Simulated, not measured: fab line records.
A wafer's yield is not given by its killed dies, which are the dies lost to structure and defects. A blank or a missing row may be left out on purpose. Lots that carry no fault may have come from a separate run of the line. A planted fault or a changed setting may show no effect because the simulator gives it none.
fab line records ; flow n5_finfet
[record] lots = 6; wafers = 16; last_day = 17
route steps=1938 shown GATE_CUT@485 PASSIVATION@1936
lots that met no fault: taken from a fault-free run of the same line
start_h: the number of hours between the record's first day and the start of the first shown wafer of the lot ; wait_h: time in hours since the lot's previous step ; " unchanged from the row above ; L1.1+2: a row that stands for several wafers ; - value missing, or start not given ; * or withheld: withheld ; < > ~ a bound
route shown NAME@n: names a module that has steps shown in the file, with the first one's number in the route ; usual: mean/standard deviation of fault-free wafers ; same: alike in all rows ; chamber/n: place in a boat ; sites: per-site readings ; _std_site: the values' standard deviation ; _edge_site: outer sites' mean less inner sites' ; radius_mm: how far each site lies from the wafer's centre ; mask NAME#n: copy n ; behind: tool/chamber where the wafer was last shaped ; hold: why the lot was held/for how many hours/how that ended ; device: which transistor (n, p or np) failed to switch ; end of line: tests of these same wafers at the route's end ; a step given without rows: its recipe and nothing more ; killed: not the wafer's yield, but the dies lost to structure and defects at the first sort ; map: dies across one wafer; x = killed, . = not, _ = none there
set.NAME: the setting as run; set.NAME@STEP: as run at that earlier step ; model.NAME: the simulator's own value behind a step, which no gauge read
lots at selected steps of the route; one table per step, one row per wafer
services: a tool's chamber out of use, with start hour (start_h, from the record's first day; less than 0 if before it), hours out, and reason
[[steps]]
[step N5_GATE_CUT_PEB_11]
[recipe] peb_temp_c = 100; peb_time_s = 60; resist = CAR-EUV
[step N5_GATE_CUT_DEVELOP_12]
[recipe] develop_time_s = 30; developer = TMAH; resist = CAR-EUV; rinse_liquid = surfactant_rinse; dry = air_spin; dev_temp_c = 23
[step N5_GATE_CUT_CD_MEAS_13]
[recipe] target_cd_nm = 20; landing_energy_ev = 500; detector = se_inlens
[usual] cd_nm = 19.9/0.3
lot.wafer;tool;chamber;start_h;wait_h;cd_nm
L418.2;cd_sem-02;0;118.61;-;19.6
L418.6;cd_sem-02;0;118.61;-;19.6
L420.2;cd_sem-02;0;130.95;-;20.1
L420.5;cd_sem-02;0;130.95;-;19.7
L420.6;cd_sem-02;0;130.95;-;19.9
L421.2;cd_sem-01;0;135.55;-;19.7
L421.3;cd_sem-01;0;135.55;-;19.8
L421.6;cd_sem-01;0;135.55;-;20.0
L424.1;cd_sem-01;0;154.10;-;20.5
L424.4;cd_sem-01;0;154.10;-;20.7
L424.5;cd_sem-01;0;154.10;-;20.2
L430.4;cd_sem-03;0;189.90;-;20.0
L430.5;cd_sem-03;0;189.90;-;19.6
L435.1;cd_sem-01;0;226.07;-;19.6
L435.3;cd_sem-01;0;226.07;-;19.5
L435.5;cd_sem-01;0;226.07;-;19.5
[step N5_GATE_CUT_OVL_MEAS_14]
[recipe] points_per_wafer = 522
[usual] GATE_CUT_OVL = 0.4/0.66
lot.wafer;tool;chamber;start_h;wait_h;GATE_CUT_OVL[nm]
L418.2;overlay-01;0;118.65;0.0;0.7
L418.6;overlay-01;0;118.65;0.0;-0.6
L420.2;overlay-01;0;130.99;0.0;-0.3
L420.5;overlay-01;0;130.99;0.0;-1.1
L420.6;overlay-01;0;130.99;0.0;-0.8
L421.2;overlay-02;0;135.58;0.0;-0.1
L421.3;overlay-02;0;135.58;0.0;0.8
L421.6;overlay-02;0;135.58;0.0;0.4
L424.1;overlay-02;0;154.14;0.0;0.7
L424.4;overlay-02;0;154.14;0.0;1.5
L424.5;overlay-02;0;154.14;0.0;0.4
L430.4;overlay-01;0;189.99;0.1;0.0
L430.5;overlay-01;0;189.99;0.1;0.5
L435.1;overlay-02;0;226.10;0.0;0.7
L435.3;overlay-02;0;226.10;0.0;0.8
L435.5;overlay-02;0;226.10;0.0;0.6
[step N5_GATE_CUT_INSPECT_15]
[recipe] mode = adi; inspect_instrument = brightfield
[usual] raw_defect_count = 130/38
lot.wafer;tool;chamber;start_h;wait_h;raw_defect_count
L418.2;defect_inspect-01;-;118.70;0.0;147
L418.6;defect_inspect-01;-;118.70;0.0;138
L420.2;defect_inspect-02;-;131.04;0.0;103
L420.5;defect_inspect-02;-;131.04;0.0;103
L420.6;defect_inspect-02;-;131.04;0.0;164
L421.2;defect_inspect-02;-;135.63;0.0;127
L421.3;defect_inspect-02;-;135.63;0.0;130
L421.6;defect_inspect-02;-;135.63;0.0;90
L424.1;defect_inspect-02;-;154.19;0.1;127
L424.4;defect_inspect-02;-;154.19;0.1;79
L424.5;defect_inspect-02;-;154.19;0.1;90
L430.4;defect_inspect-01;-;190.03;0.0;98
L430.5;defect_inspect-01;-;190.03;0.0;93
L435.1;defect_inspect-02;-;226.15;0.1;152
L435.3;defect_inspect-02;-;226.15;0.1;129
L435.5;defect_inspect-02;-;226.15;0.1;136
[step N5_GATE_CUT_DESCUM_18]
[recipe] chemistry = O2; time_s = 7; source_power_w = 50; bias_power_w = 20; pressure_mtorr = 20; rf_frequency_hz = 2.712e+07; temp_c = 40; resist = CAR-EUV; o2_flow_sccm = 225
[usual] bias_power_w = 19.99/0.06; drypump_motor_current_A = 5.6/0.52; oes_product_au = 0.78/0.08; rf_vpp_V = 242.9/1.6; showerhead_plenum_p_Torr = 2.08/0.086; throttle_valve_pct = 20.52/0.25
[same] time_s = 7
lot.wafer;tool;chamber;start_h;wait_h;bias_power_w;drypump_motor_current_A;oes_product_au;rf_hours_counter_h;rf_vpp_V;showerhead_plenum_p_Torr;throttle_valve_pct
L418.2;rie_diel-02;0;118.74;0.0;19.96;5.7;0.76;122;241.4;1.94;20.71
L418.6;rie_diel-02;0;118.74;0.0;19.94;5.7;0.76;-;240.2;1.94;20.71
L420.2;rie_diel-02;1;131.07;0.0;20.02;5.4;0.72;215;243.0;2.08;20.93
L420.5;rie_diel-02;2;131.07;0.0;20.02;5.6;0.87;-;242.3;2.03;20.40
L420.6;rie_diel-02;3;131.07;0.0;20.02;6.0;0.68;-;242.8;2.14;20.46
L421.2;rie_diel-06;2;135.67;0.0;20.00;4.7;0.70;212;242.3;2.07;20.74
L421.3;rie_diel-06;3;135.67;0.0;20.16;4.7;0.87;77;242.3;2.11;20.41
L421.6;rie_diel-06;1;135.67;0.0;20.05;5.4;0.81;-;243.9;2.19;20.17
L424.1;rie_diel-06;0;154.23;0.0;20.12;6.2;0.71;216;241.2;1.97;20.77
L424.4;rie_diel-06;3;154.23;0.0;20.07;4.7;0.85;85;244.1;2.11;20.44
L424.5;rie_diel-06;1;154.23;0.0;19.95;5.4;0.80;-;245.1;2.19;20.18
L430.4;rie_diel-03;3;190.08;0.0;19.94;6.5;0.70;-;243.2;1.98;20.59
L430.5;rie_diel-03;1;190.08;0.0;20.02;5.1;0.88;-;245.2;2.22;20.14
L435.1;rie_diel-02;2;226.19;0.0;20.05;5.7;0.81;89;239.9;2.02;20.45
L435.3;rie_diel-02;0;226.19;0.0;20.09;5.7;0.73;154;241.2;1.93;20.77
L435.5;rie_diel-02;1;226.19;0.0;19.93;5.4;0.69;-;242.7;2.07;20.97
[step N5_GATE_CUT_ETCH_28]
[recipe] chemistry = N2/H2; target = underlayer; target_depth_a = 130; mask_material = CAR-EUV; time_s = 10.4; ion_energy_ev = 200; pressure_mtorr = 30; source_w = 840; bias_w = 150; n2_flow_sccm = 200; h2_flow_sccm = 200; ends = cleared
[usual] drypump_motor_current_A = 5.6/0.52; etch_rf_on_time_s = 10.6/0.41; oes_product_au = 0.66/0.069; rf_vpp_V = 523/3.1; showerhead_plenum_p_Torr = 2.52/0.1; throttle_valve_pct = 17.91/0.29
lot.wafer;tool;chamber;start_h;wait_h;drypump_motor_current_A;etch_rf_on_time_s;oes_product_au;rf_hours_counter_h;rf_vpp_V;showerhead_plenum_p_Torr;throttle_valve_pct
L418.2;rie_diel-02;0;118.77;0.0;5.7;10.8;0.64;122;519;2.37;18.26
L418.6;rie_diel-02;0;118.77;0.0;5.7;10.6;0.65;-;518;2.37;18.26
L420.2;rie_diel-02;1;131.11;0.0;5.4;10.7;0.60;215;524;2.50;18.18
L420.5;rie_diel-02;2;131.11;0.0;5.7;10.4;0.74;-;523;2.46;17.75
L420.6;rie_diel-02;3;131.11;0.0;6.0;11.5;0.56;-;526;2.63;17.98
L421.2;rie_diel-06;2;135.70;0.0;4.7;11.0;0.59;212;524;2.52;18.21
L421.3;rie_diel-06;3;135.70;0.0;4.8;10.1;0.73;77;525;2.56;17.74
L421.6;rie_diel-06;1;135.70;0.0;5.4;9.9;0.71;-;527;2.65;17.44
L424.1;rie_diel-06;0;154.26;0.0;6.2;10.4;0.61;216;520;2.43;18.40
L424.4;rie_diel-06;3;154.26;0.0;4.8;9.9;0.73;85;526;2.56;17.77
L424.5;rie_diel-06;1;154.26;0.0;5.4;9.9;0.70;-;527;2.65;17.47
L430.4;rie_diel-03;3;190.11;0.0;6.5;11.0;0.57;-;521;2.40;17.84
L430.5;rie_diel-03;1;190.11;0.0;5.0;10.8;0.74;-;528;2.71;17.63
L435.1;rie_diel-02;2;226.22;0.0;5.7;10.7;0.69;89;521;2.45;17.80
L435.3;rie_diel-02;0;226.22;0.0;5.7;10.5;0.62;154;518;2.35;18.32
L435.5;rie_diel-02;1;226.22;0.0;5.5;10.8;0.58;-;523;2.49;18.24
[step N5_GATE_CUT_ETCH_36]
[recipe] chemistry = CF4; target = SiARC; target_depth_a = 130; mask_material = CAR-EUV; time_s = 21.7; ion_energy_ev = 80; pressure_mtorr = 40; source_w = 545; bias_w = 36; Ar_flow_sccm = 100; cf4_flow_sccm = 100; ends = cleared
[usual] drypump_motor_current_A = 5.6/0.52; etch_rf_on_time_s = 22.0/0.77; oes_product_au = 0.66/0.069; rf_vpp_V = 183.9/1.3; showerhead_plenum_p_Torr = 2.13/0.089; throttle_valve_pct = 15.72/0.25
lot.wafer;tool;chamber;start_h;wait_h;drypump_motor_current_A;etch_rf_on_time_s;oes_product_au;rf_hours_counter_h;rf_vpp_V;showerhead_plenum_p_Torr;throttle_valve_pct
L418.2;rie_diel-02;0;118.79;0.0;5.7;22.2;0.64;122;182.8;2.00;15.91
L418.6;rie_diel-02;0;118.79;0.0;5.7;22.5;0.64;-;181.9;2.00;15.89
L420.2;rie_diel-02;1;131.13;0.0;5.5;22.0;0.60;215;184.6;2.12;16.03
L420.5;rie_diel-02;2;131.13;0.0;5.7;21.6;0.75;-;182.9;2.08;15.49
L420.6;rie_diel-02;3;131.13;0.0;6.0;23.7;0.57;-;185.7;2.21;15.76
L421.2;rie_diel-06;2;135.72;0.0;4.7;23.3;0.59;212;182.3;2.13;15.96
L421.3;rie_diel-06;3;135.72;0.0;4.7;21.2;0.72;77;185.7;2.15;15.57
L421.6;rie_diel-06;1;135.72;0.0;5.4;21.0;0.71;-;184.1;2.27;15.51
L424.1;rie_diel-06;0;154.28;0.0;6.3;21.4;0.62;216;181.7;2.04;16.15
L424.4;rie_diel-06;3;154.28;0.0;4.8;20.5;0.73;85;183.4;2.14;15.57
L424.5;rie_diel-06;1;154.28;0.0;5.4;20.5;0.71;-;185.4;2.27;15.53
L430.4;rie_diel-03;3;190.13;0.0;6.5;22.3;0.59;-;183.5;2.03;15.76
L430.5;rie_diel-03;1;190.13;0.0;5.0;22.1;0.75;-;186.5;2.27;15.30
L435.1;rie_diel-02;2;226.24;0.0;5.7;22.2;0.69;89;182.4;2.07;15.52
L435.3;rie_diel-02;0;226.24;0.0;5.8;22.0;0.63;154;182.0;1.99;15.96
L435.5;rie_diel-02;1;226.24;0.0;5.4;22.3;0.58;-;184.1;2.11;16.11
[step N5_GATE_CUT_ETCH_37]
[recipe] chemistry = N2/H2; target = SOC; target_depth_a = 600; overetch_a = 120; mask_material = SiARC; temp_c = 40; time_s = 90; ion_energy_ev = 200; pressure_mtorr = 30; source_w = 840; bias_w = 150; n2_flow_sccm = 200; h2_flow_sccm = 200
[usual] drypump_motor_current_A = 5.6/0.52; oes_product_au = 0.70/0.065; rf_vpp_V = 524/3; showerhead_plenum_p_Torr = 2.52/0.1; throttle_valve_pct = 17.88/0.3
[same] time_s = 90
lot.wafer;tool;chamber;start_h;wait_h;drypump_motor_current_A;oes_product_au;rf_hours_counter_h;rf_vpp_V;showerhead_plenum_p_Torr;throttle_valve_pct
L418.2;rie_diel-02;0;118.82;0.0;5.7;0.68;122;519;2.37;18.22
L418.6;rie_diel-02;0;118.82;0.0;5.7;0.69;-;518;2.37;18.23
L420.2;rie_diel-02;1;131.15;0.0;5.4;0.63;215;523;2.50;18.17
L420.5;rie_diel-02;2;131.15;0.0;5.7;0.77;-;523;2.46;17.72
L420.6;rie_diel-02;3;131.15;0.0;6.0;0.62;-;526;2.63;17.95
L421.2;rie_diel-06;2;135.75;0.0;4.7;0.64;212;522;2.52;18.16
L421.3;rie_diel-06;3;135.75;0.0;4.8;0.75;77;526;2.56;17.75
L421.6;rie_diel-06;1;135.75;0.0;5.4;0.73;-;528;2.65;17.42
L424.1;rie_diel-06;0;154.31;0.0;6.2;0.64;216;521;2.43;18.35
L424.4;rie_diel-06;3;154.31;0.0;4.7;0.75;85;525;2.56;17.76
L424.5;rie_diel-06;1;154.31;0.0;5.4;0.72;-;528;2.65;17.44
L430.4;rie_diel-03;3;190.18;0.0;6.5;0.63;-;521;2.40;17.83
L430.5;rie_diel-03;1;190.18;0.0;5.1;0.79;-;529;2.71;17.62
L435.1;rie_diel-02;2;226.27;0.0;5.6;0.74;89;523;2.45;17.76
L435.3;rie_diel-02;0;226.27;0.0;5.7;0.66;154;519;2.35;18.29
L435.5;rie_diel-02;1;226.27;0.0;5.5;0.61;-;523;2.49;18.22
[step N5_GATE_CUT_STRIP_38]
[recipe] chemistry = N2/H2; temp_c = 40; n2_flow_sccm = 200; h2_flow_sccm = 200; rf_frequency_hz = 6e+07
[step N5_GATE_CUT_STRIP_39]
[recipe] chemistry = N2/H2; temp_c = 40; n2_flow_sccm = 200; h2_flow_sccm = 200; rf_frequency_hz = 6e+07
[step N5_GATE_CUT_HM_OPEN_40]
[recipe] chemistry = C4F6/O2; target = SiO2; mask_material = SiARC; target_depth_a = 1390; time_s = 85.1; ion_energy_ev = 250; pressure_mtorr = 30; source_w = 345; bias_w = 185; Ar_flow_sccm = 300; C4F6_flow_sccm = 10; O2_flow_sccm = 10; ends = cleared
[step N5_GATE_CUT_STRIP_41]
[recipe] chemistry = CF4; resist = SiARC; power_w = 300; bias_power_w = 75; pressure_mtorr = 50; cf4_flow_sccm = 150; rf_frequency_hz = 6e+07
[usual] bias_power_w = 74.99/0.23; cf4_flow_sccm = 150.0/0.46; drypump_motor_current_A = 5.6/0.52; oes_product_au = 0.180/0.017; power_w = 300.1/0.91; rf_vpp_V = 270.9/1.8; showerhead_plenum_p_Torr = 1.79/0.071; throttle_valve_pct = 13.69/0.27
lot.wafer;tool;chamber;start_h;wait_h;bias_power_w;cf4_flow_sccm;drypump_motor_current_A;oes_product_au;power_w;rf_hours_counter_h;rf_vpp_V;showerhead_plenum_p_Torr;throttle_valve_pct
L418.2;rie_diel-02;0;118.96;0.0;74.73;150.3;5.7;0.182;300.3;122;269.0;1.68;13.85
L418.6;rie_diel-02;0;118.96;0.0;74.93;150.1;5.7;0.176;300.6;-;267.3;1.68;13.84
L420.2;rie_diel-02;1;131.30;0.0;-;-;-;-;-;-;-;-;-
L420.5;rie_diel-02;2;131.30;0.0;-;-;-;-;-;-;-;-;-
L420.6;rie_diel-02;3;131.30;0.0;-;-;-;-;-;-;-;-;-
L421.2;rie_diel-06;2;135.89;0.0;-;-;-;-;-;-;-;-;-
L421.3;rie_diel-06;3;135.89;0.0;-;-;-;-;-;-;-;-;-
L421.6;rie_diel-06;1;135.89;0.0;-;-;-;-;-;-;-;-;-
L424.1;rie_diel-06;0;154.45;0.0;75.03;149.4;6.2;0.169;298.0;216;270.4;1.72;14.17
L424.4;rie_diel-06;3;154.45;0.0;74.50;149.7;4.8;0.192;299.0;85;269.5;1.80;13.59
L424.5;rie_diel-06;1;154.45;0.0;75.18;150.0;5.4;0.188;299.1;-;271.9;1.90;13.50
L430.4;rie_diel-03;3;190.30;0.0;75.10;149.7;6.4;0.159;299.3;-;268.8;1.72;13.81
L430.5;rie_diel-03;1;190.30;0.0;75.43;150.5;5.0;0.195;299.1;-;272.2;1.90;13.26
L435.1;rie_diel-02;2;226.41;0.0;75.05;150.3;5.7;0.194;299.6;89;271.1;1.73;13.51
L435.3;rie_diel-02;0;226.41;0.0;75.33;150.3;5.7;0.169;300.2;155;267.8;1.67;13.93
L435.5;rie_diel-02;1;226.41;0.0;74.76;149.8;5.4;0.162;299.7;-;270.5;1.76;14.05
[step N5_GATE_CUT_STRIP_42]
[recipe] chemistry = O2; power_w = 400; temp_c = 40; pressure_mtorr = 30; rf_frequency_hz = 6e+07; bias_power_w = 0; overash_fraction = 0.3; o2_flow_sccm = 225
[usual] chamber_pressure_mTorr = 30.000/0.027; drypump_motor_current_A = 5.6/0.52; oes_product_au = 0.78/0.08; rf_vpp_V = 3.7/0.48; showerhead_plenum_p_Torr = 2.08/0.086; throttle_valve_pct = 16.76/0.25
[same] bias_power_w = 0
lot.wafer;tool;chamber;start_h;wait_h;chamber_pressure_mTorr;drypump_motor_current_A;oes_product_au;rf_hours_counter_h;rf_vpp_V;showerhead_plenum_p_Torr;throttle_valve_pct
L418.2;rie_diel-02;0;118.98;0.0;29.972;5.7;0.77;122;4.2;1.95;16.94
L418.6;rie_diel-02;0;118.98;0.0;30.020;5.7;0.77;-;3.4;1.95;16.93
L420.2;rie_diel-02;1;131.32;0.0;29.966;5.5;0.72;216;4.0;2.08;17.15
L420.5;rie_diel-02;2;131.32;0.0;29.971;5.6;0.87;-;3.8;2.04;16.60
L420.6;rie_diel-02;3;131.32;0.0;29.991;6.0;0.68;-;3.1;2.14;16.74
L421.2;rie_diel-06;2;135.91;0.0;30.013;4.7;0.71;212;3.3;2.07;16.94
L421.3;rie_diel-06;3;135.91;0.0;29.970;4.8;0.86;77;2.8;2.12;16.69
L421.6;rie_diel-06;1;135.91;0.0;30.044;5.4;0.82;-;3.8;2.19;16.41
L424.1;rie_diel-06;0;154.47;0.0;29.995;6.2;0.71;216;3.7;1.97;17.07
L424.4;rie_diel-06;3;154.47;0.0;29.965;4.7;0.86;85;3.4;2.11;16.68
L424.5;rie_diel-06;1;154.47;0.0;30.018;5.4;0.80;-;4.2;2.19;16.44
L430.4;rie_diel-03;3;190.33;0.0;30.044;6.5;0.70;-;4.3;1.98;16.80
L430.5;rie_diel-03;1;190.33;0.0;29.987;5.0;0.88;-;4.1;2.22;16.32
L435.1;rie_diel-02;2;226.43;0.0;30.048;5.7;0.82;89;4.0;2.03;16.64
L435.3;rie_diel-02;0;226.43;0.0;30.003;5.7;0.74;155;4.1;1.94;17.01
L435.5;rie_diel-02;1;226.43;0.0;29.989;5.4;0.69;-;4.0;2.07;17.21
[step N5_PASSIVATION_PROBE_49]
[usual] killed_at_M0_to_M3 = 32/9.3; killed_at_M4_up = 14/4.9; killed_at_contacts = 15/7.5; killed_at_front_end = 40/11; killed_at_other = 4/3.3; killed_dies = 104/17; killed_open = 68/14; killed_short = 33/7.9
[same] gross_dies = 1180; killed_at_back_side = 0
lot.wafer;tool;chamber;start_h;wait_h;killed_at_M0_to_M3;killed_at_M4_up;killed_at_contacts;killed_at_front_end;killed_at_other;killed_dies;killed_open;killed_short
L421.3;prober-02;-;312.25;0.1;44;12;34;42;16;148;66;55
L420.2;prober-01;-;316.57;0.1;27;13;4;71;6;121;64;40
L420.5;prober-01;-;316.72;0.2;23;15;17;27;7;89;41;35
L420.6;prober-01;-;316.77;0.3;38;14;11;52;2;117;57;44
L424.1;prober-01;-;324.06;0.0;32;23;7;45;3;110;73;28
L424.4;prober-01;-;324.21;0.2;22;23;14;53;2;114;73;40
L424.5;prober-01;-;324.26;0.2;36;9;12;61;0;118;78;39
// killed by level:class
L421.3 MOL_CONTACT_COAG:area_etch=27 BEOL_M0_SAQP:geometric_particle:short=13 GATE_CUT:geometric_particle:short=10 BEOL_M3:geometric_particle:open=10 FIN_SAQP:geometric_particle:short=7 BEOL_M0_SAQP:geometric_particle:open=7 BEOL_M2:geometric_particle:open=6 BEOL_M4:geometric_particle:open=6
L420.2 FIN_SAQP:geometric_particle:short=16 HKMG_FIN:area_etch=16 FIN_SAQP:geometric_particle:open=11 BEOL_M1:geometric_particle:open=9 STI_FIN_REVEAL:geometric_particle:open=6 GATE_CUT:geometric_particle:open=5 GATE_CUT:geometric_particle:short=5 MOL_CONTACT_COAG:geometric_particle:open=4
L420.5 MOL_CONTACT_COAG:geometric_particle:open=7 MOL_CONTACT_COAG:area_etch=7 STI_FIN_REVEAL:geometric_particle:open=5 GATE_CUT:geometric_particle:short=5 BEOL_M0:geometric_particle:short=5 FIN_SAQP:geometric_particle:open=4 GATE_CUT:geometric_particle:open=3 MOL_CONTACT_COAG:geometric_particle:short=3
L420.6 HKMG_FIN:area_etch=16 BEOL_M0_SAQP:geometric_particle:short=9 MOL_CONTACT_COAG:geometric_particle:open=7 BEOL_M4:geometric_particle:open=7 FIN_SAQP:geometric_particle:short=6 GATE_CUT:geometric_particle:short=6 BEOL_M1:geometric_particle:short=6 FIN_SAQP:geometric_particle:open=5
L424.1 BEOL_M4:geometric_particle:open=14 STI_FIN_REVEAL:geometric_particle:open=9 BEOL_M3:geometric_particle:open=8 FIN_SAQP:geometric_particle:short=7 MOL_CONTACT_COAG:geometric_particle:open=7 FIN_SAQP:geometric_particle:open=6 BEOL_M0_SAQP:geometric_particle:short=6 GATE_CUT:geometric_particle:short=5
L424.4 FIN_SAQP:geometric_particle:short=18 FIN_SAQP:geometric_particle:open=12 MOL_CONTACT_COAG:geometric_particle:open=12 BEOL_M4:geometric_particle:open=11 BEOL_M3:geometric_particle:open=8 BEOL_M4:geometric_particle:short=5 BEOL_M2:geometric_particle:open=4 STI_FIN_REVEAL:geometric_particle:short=3
L424.5 FIN_SAQP:geometric_particle:open=12 MOL_CONTACT_COAG:geometric_particle:open=9 BEOL_M0_SAQP:geometric_particle:open=9 FIN_SAQP:geometric_particle:short=7 BEOL_M0:geometric_particle:open=7 SPACER0:geometric_particle:open=6 STI_FIN_REVEAL:geometric_particle:open=6 SPACER0:geometric_particle:short=6
[[services]]
tool;chamber;start_h;hours;kind
rie_diel-06;-;98.98;0.4;repair
rie_diel-03;0;115.96;8.9;repair
rie_diel-02;3;159.07;-;clean
rie_diel-02;3;159.07;-;consumable_replace:focus_ring
rie_diel-02;3;159.07;16.3;scheduled_down
rie_diel-02;3;159.07;16.3;vent_cycle
rie_diel-06;0;163.38;9.6;repair
[[key]]
[first_sign] step = N5_GATE_CUT_STRIP_41; reading = tool_record; direction = missing
effect none on later readings
met_at N5_GATE_CUT_STRIP_41
struck_wafers L420.2,L420.5,L420.6,L421.2,L421.3,L421.6
tester_left_out L420,L421
[baseline_loss] step = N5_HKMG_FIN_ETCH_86; wafers = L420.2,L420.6
[baseline_loss] step = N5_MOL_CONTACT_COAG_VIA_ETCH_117; wafers = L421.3
onset_between 118.96 131.30
[fault] kind = skipped_step_whole; tool = rie_diel-02,rie_diel-06; chamber = -; onset_h = 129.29; steps = N5_GATE_CUT_STRIP_41; scope = struck_lots_only
// tester_left_out: of these lots the tester's yield and bins aren't shown, on N5 and GAA mostly nor the transistor test; their killed dies are dies lost to structure and defects alone, not to doping, threshold or leakage, so they don't give the yield
// baseline_loss: these wafers lose ten dies or more at that step, a loss of the line's own and not of a fault; the sort's usual values leave them out
